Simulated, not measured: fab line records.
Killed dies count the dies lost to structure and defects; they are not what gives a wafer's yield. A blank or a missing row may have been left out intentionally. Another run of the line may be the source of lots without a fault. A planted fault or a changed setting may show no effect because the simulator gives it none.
2 desks, one fault    flow n5Finfet    every desk sees just its own numbers, and what lay behind them comes last

METROLOGY DESK
What the gauges read for every lot (on any tool): the sampled wafers with a number, averaged. If a lot's mean is further than 4 standard deviations from the usual mean, the lot is out of limits and carries the mark OUT (the distance appears in the brackets). Of its 11 readings 7 are shown: those that lie furthest out on some lot.
Columns: A = IOFF_P at N5_BEOL_M4_RC_MEAS_101, usual 0.23 nA/um; B = ION_N at N5_BEOL_M4_RC_MEAS_101, usual 680 uA/um; C = ION_P at N5_BEOL_M4_RC_MEAS_101, usual 466 uA/um; D = SS_N at N5_BEOL_M4_RC_MEAS_101, usual 71.7 mV/dec; E = VT_N at N5_BEOL_M4_RC_MEAS_101, usual 248 mV; F = VT_P at N5_BEOL_M4_RC_MEAS_101, usual -249 mV; G = cdNm at N5_PASSIVATION_CD_MEAS_10, usual 2998 nm
lot   first seen here  A     B    C    D     E    F     G
L348  day 8 01:04      0.30  701  478  72.1  243  -243  2999
L349  day 9 05:10      0.21  681  459  71.7  247  -252  3000
L356  day 10 14:53     0.28  681  477  71.6  246  -243  3000
L357  day 10 16:55     0.24  676  480  70.9  251  -245  2993
L361  day 11 13:43     0.22  661  462  71.5  252  -248  2995
L360  day 11 14:02     0.21  682  464  71.8  248  -250  2998
L364  day 12 20:48     0.21  665  457  70.7  251  -251  2997
L366  day 13 05:25     0.28  690  473  72.2  247  -244  2997
L368  day 13 10:34     0.21  676  465  71.2  251  -252  2997
L369  day 13 11:31     0.29  694  480  72.2  242  -242  2998
Result from this desk: across the 10 lots, nothing is out of limits.

DESK OF THE TOOL OWNER: rieDiel-02
The tool's own readings at N5_FIN_CUT_ETCH_21 (etches SOC in N2/H2, target depth 219 nm, overetch 43.8 nm, time 523.5 s): means of the sampled wafers that have a number, for each lot that ran on this tool. If a lot's mean is further than 4 standard deviations from the usual mean, the lot is out of limits and carries the mark OUT (the distance appears in the brackets).
Columns: A = drypumpMotorCurrentA at N5_FIN_CUT_ETCH_21, usual 5.9 A; B = h2FlowSccm at N5_FIN_CUT_ETCH_21, usual 200.0 sccm; C = oesProductAu at N5_FIN_CUT_ETCH_21, usual 0.69 a.u.; D = rfVppV at N5_FIN_CUT_ETCH_21, usual 241.1 V; E = showerheadPlenumPTorr at N5_FIN_CUT_ETCH_21, usual 2.57 Torr; F = throttleValvePct at N5_FIN_CUT_ETCH_21, usual 18.00 %
lot   first seen here  A    B      C     D      E     F
L349  day 2 21:17      5.8  200.0  0.69  241.0  2.54  18.12
L356  day 4 14:55      5.9  200.2  0.67  240.8  2.59  18.18
L357  day 4 22:46      5.8  200.6  0.66  240.8  2.47  18.19
L368  day 7 17:20      5.8  200.6  0.66  240.2  2.53  18.18
L369  day 7 22:19      5.8  199.4  0.67  241.1  2.58  18.23
Result from this desk: across the 5 lots, nothing is out of limits.

TAKEN TOGETHER
Metrology desk: nothing out of limits seen.
Nothing out of limits was seen by the tool owner's desk.

WHAT THE SIMULATOR PUT IN
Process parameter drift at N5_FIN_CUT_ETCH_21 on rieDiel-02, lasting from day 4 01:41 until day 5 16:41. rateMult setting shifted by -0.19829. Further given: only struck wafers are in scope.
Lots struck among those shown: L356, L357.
